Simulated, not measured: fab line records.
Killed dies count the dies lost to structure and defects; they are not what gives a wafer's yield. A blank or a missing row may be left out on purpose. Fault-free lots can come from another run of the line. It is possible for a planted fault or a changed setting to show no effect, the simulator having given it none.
fab line records -- flow n5-finfet
record: lots: 11, wafers: 33, last-day: 17
route steps=1938 shown BEOL_M4@1071
lots that met no fault: taken from a fault-free run of the same line
start-h: the number of hours between the record's first day and the start of the first shown wafer of the lot -- wait-h: hours from the lot's prior step to this one -- " repeats the value in the row above -- L1.1+2: a single row standing in for several wafers -- - no value present, or no start provided -- * or withheld: withheld -- < > ~ a bound
route shown NAME@n: names a module that has steps shown in the file, with the first one's number in the route -- usual: mean/standard deviation of fault-free wafers -- same: alike in all rows -- chamber/n: place in a boat -- sites: readings site by site -- _std_site: their standard deviation -- _edge_site: outer sites' mean less inner sites' -- radius-mm: how far each site lies from the wafer's centre -- mask NAME#n: copy n -- behind: the tool/chamber that last shaped the wafer -- hold: why the lot went on hold/how many hours it stayed there/how the hold came to an end -- device: transistor that didn't switch, given as n, p or np -- end of line: at the end of the route, the tests of the same wafers -- step lacking rows: just its recipe -- killed: not the wafer's yield, but the dies lost to structure and defects at the first sort -- map: a wafer's dies, x killed, . not, _ none there
set.NAME: the run value of the setting; set.NAME@STEP: its run value at that earlier step -- model.NAME: the simulator's own value behind a step, which no gauge read
steps of the route over a sample of lots; a table a step, a row a wafer
services: when a tool's chamber went out of use (start-h, in hours from the record's first day, below 0 if earlier), for how many hours, and the reason
== steps ==
step: N5_BEOL_M4_ETCH_41
recipe: chemistry: CH3F/O2, target: SiCN, target-depth-a: 299, taper-deg: 2, time-s: 52.5, ion-energy-ev: 120, mask-material: TiN, pressure-mtorr: 30, source-w: 395, bias-w: 75, Ar_flow_sccm: 150, CH3F_flow_sccm: 30, O2_flow_sccm: 20
usual: drypump-motor-current-A: 5.9/0.47, oes-product-au: 0.78/0.079, rf-vpp-V: 297.6/1.4, showerhead-plenum-p-Torr: 2.01/0.064, throttle-valve-pct: 16.29/0.26
lot.wafer,tool,chamber,start-h,wait-h,drypump-motor-current-A,oes-product-au,rf-hours-counter-h,rf-vpp-V,showerhead-plenum-p-Torr,throttle-valve-pct
L368.2,rie-diel-04,0,-,-,6.6,0.70,226,296.0,1.89,16.16
L368.4,rie-diel-04,1,-,-,5.7,0.79,126,296.9,2.00,16.55
L368.6,rie-diel-04,0,-,-,6.6,0.69,-,293.4,1.89,16.16
L369.2,rie-diel-04,3,-,-,5.6,0.73,190,297.5,2.08,16.18
L369.4,rie-diel-04,3,-,-,5.6,0.73,-,299.3,2.08,16.17
L369.5,rie-diel-04,1,-,-,5.7,0.79,-,297.5,2.00,16.55
L373.2,rie-diel-04,3,-,-,5.6,0.71,205,299.0,2.08,16.20
L373.3,rie-diel-04,1,-,-,5.7,0.77,144,296.6,2.00,16.57
L373.4,rie-diel-04,2,-,-,5.7,0.92,7,298.5,2.05,15.77
L375.2,rie-diel-04,3,-,-,5.7,0.71,205,298.9,2.08,16.20
L375.3,rie-diel-04,0,-,-,6.6,0.68,243,295.4,1.88,16.21
L375.6,rie-diel-04,3,-,-,5.6,0.71,-,298.0,2.08,16.20
L376.2,rie-diel-04,0,-,-,6.6,0.67,249,294.5,1.88,16.21
L376.3,rie-diel-04,2,-,-,5.7,0.90,11,297.0,2.05,15.79
L376.6,rie-diel-04,2,-,-,5.7,0.90,-,297.4,2.05,15.78
L378.4,rie-diel-01,0,-,-,5.5,0.85,-,297.1,2.03,16.60
L378.5,rie-diel-01,1,-,-,6.6,0.84,-,298.3,2.03,16.63
L378.6,rie-diel-01,3,-,-,5.1,0.71,-,294.4,1.90,16.45
L381.1,rie-diel-04,3,-,-,5.6,0.70,220,300.0,2.07,16.22
L381.2,rie-diel-04,2,-,-,5.7,0.88,20,299.2,2.04,15.79
L381.4,rie-diel-04,1,-,-,5.7,0.76,-,297.0,1.99,16.59
L383.1,rie-diel-05,0,-,-,5.6,0.79,116,297.1,1.93,16.21
L383.3,rie-diel-05,1,-,-,6.3,0.90,29,298.1,2.05,16.04
L383.6,rie-diel-05,3,-,-,5.5,0.75,-,299.7,2.09,16.52
L384.3,rie-diel-05,1,-,-,6.2,0.90,31,297.1,2.05,16.04
L384.5,rie-diel-05,1,-,-,6.2,0.90,-,298.7,2.05,16.04
L384.6,rie-diel-05,2,-,-,6.6,0.74,-,297.2,1.99,16.43
L386.1,rie-diel-05,3,-,-,5.6,0.76,163,298.6,2.09,16.53
L386.5,rie-diel-05,2,-,-,6.6,0.74,-,296.7,1.99,16.41
L386.6,rie-diel-05,3,-,-,5.6,0.75,-,298.4,2.09,16.53
L389.2,rie-diel-04,2,-,-,5.8,0.83,42,297.9,2.03,15.85
L389.3,rie-diel-04,3,-,-,5.7,0.68,245,298.8,2.06,16.28
L389.5,rie-diel-04,3,-,-,5.7,0.68,-,298.1,2.06,16.28
step: N5_BEOL_M4_STRIP_97
recipe: chemistry: N2/H2, time-s: 10, power-w: 450, temp-c: 40, pressure-mtorr: 20, rf-frequency-hz: 6e+07, bias-power-w: 7, n2-flow-sccm: 200, h2-flow-sccm: 200
usual: drypump-motor-current-A: 6.0/0.48, oes-product-au: 0.78/0.081, rf-vpp-V: 59.3/0.9, showerhead-plenum-p-Torr: 2.55/0.079, throttle-valve-pct: 23.5/0.34
lot.wafer,tool,chamber,start-h,wait-h,drypump-motor-current-A,oes-product-au,rf-hours-counter-h,rf-vpp-V,showerhead-plenum-p-Torr,throttle-valve-pct
L368.2,rie-diel-04,0,-,-,6.6,0.71,226,58.2,2.40,23.4
L368.4,rie-diel-04,1,-,-,5.7,0.77,126,59.0,2.55,24.0
L368.6,rie-diel-04,0,-,-,6.6,0.70,-,59.6,2.40,23.4
L369.2,rie-diel-04,3,-,-,5.7,0.72,190,60.8,2.62,23.2
L369.4,rie-diel-04,3,-,-,5.7,0.73,-,58.9,2.62,23.2
L369.5,rie-diel-04,1,-,-,5.7,0.79,-,58.1,2.55,24.0
L373.2,rie-diel-04,3,-,-,5.7,0.71,205,59.8,2.62,23.2
L373.3,rie-diel-04,1,-,-,5.7,0.76,144,58.2,2.54,24.0
L373.4,rie-diel-04,2,-,-,5.8,0.92,7,60.7,2.60,23.2
L375.2,rie-diel-04,3,-,-,5.7,0.71,205,59.5,2.62,23.3
L375.3,rie-diel-04,0,-,-,6.6,0.69,243,57.8,2.40,23.4
L375.6,rie-diel-04,3,-,-,5.7,0.72,-,58.5,2.62,23.3
L376.2,rie-diel-04,0,-,-,6.6,0.69,249,57.9,2.39,23.4
L376.3,rie-diel-04,2,-,-,5.8,0.91,11,59.6,2.60,23.2
L376.6,rie-diel-04,2,-,-,5.8,0.91,-,60.8,2.60,23.2
L378.4,rie-diel-01,0,-,-,5.5,0.86,-,59.6,2.57,23.9
L378.5,rie-diel-01,1,-,-,6.6,0.84,-,59.7,2.57,24.3
L378.6,rie-diel-01,3,-,-,5.1,0.70,-,59.2,2.40,23.5
L381.1,rie-diel-04,3,-,-,5.7,0.70,220,59.8,2.61,23.3
L381.2,rie-diel-04,2,-,-,5.7,0.89,20,60.7,2.60,23.2
L381.4,rie-diel-04,1,-,-,5.7,0.76,-,58.2,2.53,24.0
L383.1,rie-diel-05,0,-,-,5.6,0.80,116,59.5,2.44,23.2
L383.3,rie-diel-05,1,-,-,6.2,0.91,29,58.5,2.59,23.2
L383.6,rie-diel-05,3,-,-,5.5,0.75,-,59.5,2.64,23.5
L384.3,rie-diel-05,1,-,-,6.3,0.90,31,58.2,2.59,23.2
L384.5,rie-diel-05,1,-,-,6.3,0.89,-,59.6,2.59,23.2
L384.6,rie-diel-05,2,-,-,6.6,0.74,-,58.5,2.53,23.5
L386.1,rie-diel-05,3,-,-,5.5,0.75,163,59.6,2.64,23.5
L386.5,rie-diel-05,2,-,-,6.6,0.73,-,59.9,2.53,23.5
L386.6,rie-diel-05,3,-,-,5.5,0.75,-,60.6,2.64,23.5
L389.2,rie-diel-04,2,-,-,5.8,0.85,42,61.2,2.59,23.2
L389.3,rie-diel-04,3,-,-,5.7,0.69,245,61.2,2.60,23.3
L389.5,rie-diel-04,3,-,-,5.7,0.68,-,58.7,2.60,23.3
step: N5_BEOL_M4_SPUTTER_48
recipe: material: Cu, target-thk-a: 45, temp-c: -20, chamber-pressure-pa: 0.07, power-w: withheld, time-s: 8.29
usual: throttle-valve-pct: 29.6/1.4
lot.wafer,tool,chamber,start-h,wait-h,throttle-valve-pct
L368.2,pvd-sputter-01,-,176.94,0.1,26.6
L368.4,pvd-sputter-01,-,176.94,0.1,30.0
L368.6,pvd-sputter-01,-,176.94,0.1,30.6
L369.2,pvd-sputter-01,-,179.17,0.1,29.7
L369.4,pvd-sputter-01,-,179.17,0.1,30.6
L369.5,pvd-sputter-01,-,179.17,0.1,26.4
L373.2,pvd-sputter-03,-,208.88,0.1,29.2
L373.3,pvd-sputter-03,-,208.88,0.1,31.1
L373.4,pvd-sputter-03,-,208.88,0.1,30.8
L375.2,pvd-sputter-02,-,209.34,0.3,29.7
L375.3,pvd-sputter-02,-,209.34,0.3,31.0
L375.6,pvd-sputter-02,-,209.34,0.3,29.5
L376.2,pvd-sputter-01,-,223.45,0.2,26.9
L376.3,pvd-sputter-01,-,223.45,0.2,27.6
L376.6,pvd-sputter-01,-,223.45,0.2,29.6
L378.4,pvd-sputter-02,-,243.34,0.1,29.5
L378.5,pvd-sputter-02,-,243.34,0.1,31.1
L378.6,pvd-sputter-02,-,243.34,0.1,29.4
L381.1,pvd-sputter-03,-,246.10,0.1,31.1
L381.2,pvd-sputter-03,-,246.10,0.1,30.8
L381.4,pvd-sputter-03,-,246.10,0.1,30.6
L383.1,pvd-sputter-03,-,265.52,1.6,31.0
L383.3,pvd-sputter-03,-,265.52,1.6,30.6
L383.6,pvd-sputter-03,-,265.52,1.6,29.0
L384.3,pvd-sputter-01,-,270.59,1.2,30.5
L384.5,pvd-sputter-01,-,270.59,1.2,27.8
L384.6,pvd-sputter-01,-,270.59,1.2,26.8
L386.1,pvd-sputter-01,-,275.54,0.1,29.9
L386.5,pvd-sputter-01,-,275.54,0.1,30.4
L386.6,pvd-sputter-01,-,275.54,0.1,26.6
L389.2,pvd-sputter-03,-,307.28,0.2,31.2
L389.3,pvd-sputter-03,-,307.28,0.2,29.3
L389.5,pvd-sputter-03,-,307.28,0.2,31.2
step: N5_BEOL_M4_ANNEAL_49
recipe: temp-c: 400, time-s: 240, ambient: vacuum
usual: heater-power-w: 820/90, susceptor-temp-C: 400.01/0.24
lot.wafer,tool,chamber,start-h,wait-h,heater-power-w,susceptor-temp-C
L368.2,pvd-sputter-01,-,177.02,0.0,781,400.14
L368.4,pvd-sputter-01,-,177.02,0.0,988,400.14
L368.6,pvd-sputter-01,-,177.02,0.0,889,400.02
L369.2,pvd-sputter-01,-,179.25,0.0,984,400.03
L369.4,pvd-sputter-01,-,179.25,0.0,867,399.97
L369.5,pvd-sputter-01,-,179.25,0.0,776,399.82
L373.2,pvd-sputter-03,-,208.96,0.0,848,400.12
L373.3,pvd-sputter-03,-,208.96,0.0,836,399.84
L373.4,pvd-sputter-03,-,208.96,0.0,726,399.70
L375.2,pvd-sputter-02,-,209.42,0.0,783,399.58
L375.3,pvd-sputter-02,-,209.42,0.0,777,400.31
L375.6,pvd-sputter-02,-,209.42,0.0,816,400.01
L376.2,pvd-sputter-01,-,223.53,0.0,777,400.00
L376.3,pvd-sputter-01,-,223.53,0.0,808,400.17
L376.6,pvd-sputter-01,-,223.53,0.0,999,400.35
L378.4,pvd-sputter-02,-,243.42,0.0,803,400.13
L378.5,pvd-sputter-02,-,243.42,0.0,768,400.03
L378.6,pvd-sputter-02,-,243.42,0.0,817,400.10
L381.1,pvd-sputter-03,-,246.18,0.0,828,399.87
L381.2,pvd-sputter-03,-,246.18,0.0,838,399.79
L381.4,pvd-sputter-03,-,246.18,0.0,738,400.02
L383.1,pvd-sputter-03,-,265.60,0.0,-,-
L383.3,pvd-sputter-03,-,265.60,0.0,-,-
L383.6,pvd-sputter-03,-,265.60,0.0,-,-
L384.3,pvd-sputter-01,-,270.67,0.0,-,-
L384.5,pvd-sputter-01,-,270.67,0.0,-,-
L384.6,pvd-sputter-01,-,270.67,0.0,-,-
L386.1,pvd-sputter-01,-,275.62,0.0,-,-
L386.5,pvd-sputter-01,-,275.62,0.0,-,-
L386.6,pvd-sputter-01,-,275.62,0.0,-,-
L389.2,pvd-sputter-03,-,307.36,0.0,805,399.56
L389.3,pvd-sputter-03,-,307.36,0.0,858,399.81
L389.5,pvd-sputter-03,-,307.36,0.0,847,399.87
step: N5_BEOL_M4_RC_MEAS_101
usual: DIBL_N: 36.3/1.2, DIBL_P: 36.1/1.6, IOFF_N: 0.161/0.023, IOFF_P: 0.209/0.027, ION_N: 676/8.9, ION_P: 462/5.3, SS_N: 71.5/0.51, SS_P: 73.2/0.5, VT_N: 249.1/2.5, VT_P: -249.9/2.8
lot.wafer,tool,chamber,start-h,wait-h,DIBL_N[mV/V],DIBL_P[mV/V],IOFF_N[nA/um],IOFF_P[nA/um],ION_N[uA/um],ION_P[uA/um],SS_N[mV/dec],SS_P[mV/dec],VT_N[mV],VT_P[mV]
L368.2,prober-01,0,180.05,0.2,36.8,35.5,0.161,0.221,675,463,71.3,73.0,250.1,-248.8
L368.4,prober-01,0,180.05,0.2,37.7,35.8,0.174,0.220,674,466,71.2,73.1,250.3,-249.0
L368.6,prober-01,0,180.05,0.2,36.8,34.7,0.162,0.213,664,460,71.5,73.5,248.5,-247.3
L369.2,prober-02,0,182.19,0.2,35.7,34.7,0.146,0.190,672,463,71.5,72.8,252.3,-249.1
L369.4,prober-02,0,182.19,0.2,34.9,33.4,0.125,0.172,666,457,70.9,72.9,252.6,-253.1
L369.5,prober-02,0,182.19,0.2,34.4,33.8,0.125,0.180,667,464,71.1,72.9,252.0,-251.7
L373.2,prober-01,0,211.89,0.2,34.3,34.7,0.129,0.158,664,450,71.2,73.6,252.9,-256.2
L373.3,prober-01,0,211.89,0.2,35.1,35.5,0.140,0.175,679,461,71.3,73.3,248.6,-252.5
L373.4,prober-01,0,211.89,0.2,35.0,35.4,0.140,0.171,663,454,71.4,73.3,249.8,-253.8
L375.2,prober-01,0,212.82,0.3,33.8,34.7,0.146,0.179,678,463,72.2,72.4,247.6,-253.7
L375.3,prober-01,0,212.82,0.3,35.2,36.6,0.172,0.209,687,463,71.7,73.4,244.4,-249.4
L375.6,prober-01,0,212.82,0.3,34.6,35.9,0.155,0.190,675,458,71.3,72.8,248.9,-251.1
L376.2,prober-01,0,226.46,0.2,36.6,36.6,0.164,0.206,684,463,71.7,72.9,246.6,-249.0
L376.3,prober-01,0,226.46,0.2,36.6,37.1,0.165,0.209,687,465,71.4,73.7,249.3,-247.0
L376.6,prober-01,0,226.46,0.2,36.2,36.4,0.150,0.196,673,457,70.7,73.0,248.3,-250.7
L378.4,prober-02,0,246.78,0.5,36.9,36.3,0.165,0.255,678,471,71.0,72.7,247.4,-244.3
L378.5,prober-02,0,246.78,0.5,35.8,35.2,0.153,0.231,678,470,71.1,72.7,244.7,-244.4
L378.6,prober-02,0,246.78,0.5,36.5,35.7,0.152,0.236,671,467,71.5,73.2,248.8,-244.2
L381.1,prober-02,0,249.03,0.0,35.0,35.2,0.151,0.197,676,467,71.9,72.5,247.9,-250.9
L381.2,prober-02,0,249.03,0.0,35.7,35.9,0.160,0.204,672,462,71.9,73.4,250.1,-250.7
L381.4,prober-02,0,249.03,0.0,34.0,33.4,0.135,0.174,665,457,71.0,72.6,251.5,-253.3
L383.1,prober-02,0,268.69,0.0,37.3,39.7,0.196,0.241,692,468,71.8,73.2,245.1,-249.5
L384.5,prober-02,0,275.31,0.6,36.7,34.8,0.159,0.206,669,455,71.6,73.2,250.7,-250.7
L384.6,prober-02,0,275.31,0.6,37.9,36.1,0.188,0.235,688,474,71.8,73.5,248.7,-246.2
L386.5,prober-02,0,279.34,0.6,38.2,37.8,0.200,0.232,688,462,71.8,73.2,247.3,-247.2
L389.2,prober-01,0,310.37,0.2,37.1,36.4,0.166,0.217,679,465,71.8,73.3,250.1,-246.2
L389.3,prober-01,0,310.37,0.2,36.0,35.6,0.143,0.202,674,463,71.9,73.1,250.6,-248.4
L389.5,prober-01,0,310.37,0.2,35.0,34.3,0.132,0.178,662,457,71.6,73.4,251.1,-248.6
== services ==
tool,chamber,start-h,hours,kind
rie-diel-04,1,160.26,9.4,repair
rie-diel-05,1,168.24,-,clean
rie-diel-05,1,168.24,-,consumable-replace:esc
rie-diel-05,1,168.24,-,consumable-replace:focus-ring
rie-diel-04,2,175.20,-,clean
rie-diel-04,2,175.20,-,consumable-replace:focus-ring
rie-diel-04,2,175.20,17.6,scheduled-down
rie-diel-04,2,175.20,17.6,vent-cycle
rie-diel-01,-,182.64,29.3,repair
rie-diel-04,2,210.03,5.3,repair
rie-diel-04,1,217.31,5.0,repair
rie-diel-01,3,221.31,4.5,repair
rie-diel-04,0,226.04,-,clean
rie-diel-04,0,226.04,-,consumable-replace:focus-ring
rie-diel-04,0,226.04,-,consumable-replace:showerhead
rie-diel-04,0,226.04,31.1,scheduled-down
rie-diel-04,0,226.04,31.1,vent-cycle
rie-diel-01,2,240.16,6.1,repair
rie-diel-04,1,265.61,2.8,repair
rie-diel-04,1,270.86,4.3,repair
rie-diel-04,3,283.85,4.2,repair
rie-diel-01,1,284.52,2.1,repair
rie-diel-04,2,298.45,3.9,repair
rie-diel-01,3,303.05,3.8,repair
== key ==
first-sign: step: N5_BEOL_M4_ANNEAL_49, reading: tool-record, direction: missing
effect none on later readings
met-at N5_BEOL_M4_ANNEAL_49
struck-lots L383,L384,L386
rows-end L383.1,L383.3,L383.6,L384.3,L384.5,L384.6,L386.1,L386.5,L386.6
not-acting-at N5_BEOL_M4_ETCH_41,N5_BEOL_M4_STRIP_97,N5_BEOL_M4_SPUTTER_48
onset-between 246.18 265.60
fault: kind: skipped-step-whole, tool: pvd-sputter-01,pvd-sputter-03, chamber: -, onset-h: 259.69, steps: N5_BEOL_M4_ANNEAL_49, scope: struck-lots-only
rows-end: these wafers met a further fault down the route, and their rows from its step on are left out
